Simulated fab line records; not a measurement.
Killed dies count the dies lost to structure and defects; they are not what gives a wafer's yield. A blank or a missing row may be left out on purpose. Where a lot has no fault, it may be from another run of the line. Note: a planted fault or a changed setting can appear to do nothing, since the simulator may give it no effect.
Matching of chambers | flow n5_finfet | pecvd-04 running N5_BEOL_M8_DEP_56: 3 sister chambers
The step deposits SiCN from 3MS/NH3, target thk 10 nm, time 17.5 s. 6 wafers are shown with their chamber, then 7 later ones without.

== EACH WAFER AND ITS CHAMBER ==
wafer  | chamber | throttle_valve_pct (%) | showerhead_plenum_p_Torr (Torr)
L768.4 | 0       | 9.0                    | 3.661
L775.5 | 1       | 9.0                    | 3.663
L776.2 | 1       | 9.3                    | 3.672
L776.5 | 2       | 9.1                    | 3.661
L781.1 | 0       | 9.0                    | 3.659
L781.5 | 2       | 8.9                    | 3.655

== WAFERS MISSING THEIR CHAMBER ==
wafer  | throttle_valve_pct (%) | showerhead_plenum_p_Torr (Torr)
L781.6 | 9.1                    | 3.654
L784.2 | 8.9                    | 3.663
L784.4 | 9.0                    | 3.665
L784.5 | 9.3                    | 3.657
L783.1 | 8.9                    | 3.674
L783.2 | 8.9                    | 3.658
L783.4 | 9.1                    | 3.658

== CHAMBER TAKEN BY EACH ==
wafer  | from the rows above          | in truth
L781.6 | can't be placed: 2 or 0 or 1 | 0
L784.2 | can't be placed: 0 or 2 or 1 | 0
L784.4 | can't be placed: 0 or 1 or 2 | 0
L784.5 | can't be placed: 2 or 0 or 1 | 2
L783.1 | can't be placed: 1 or 0 or 2 | 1
L783.2 | can't be placed: 2 or 0      | 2
L783.4 | can't be placed: 2 or 0 or 1 | 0
Correctly placed: 0 of 7. Not placeable from these rows: 7 (in 7, the candidates include the true chamber). Number placed wrongly: 0.
How it was worked out, from the rows above alone: a wafer's distance from a chamber is the root of the sum, over the readings, of the square of ((its reading less the chamber's mean) divided by the reading's scatter). The wafer belongs to the nearest chamber; if the next one is less than 2 further off, it can't be placed. For every chamber, the mean is computed from those of its wafers that are shown. The scatter is the square root of a quotient: the sum, over the shown wafers, of each reading's squared deviation from its chamber's mean, divided by wafers minus chambers.
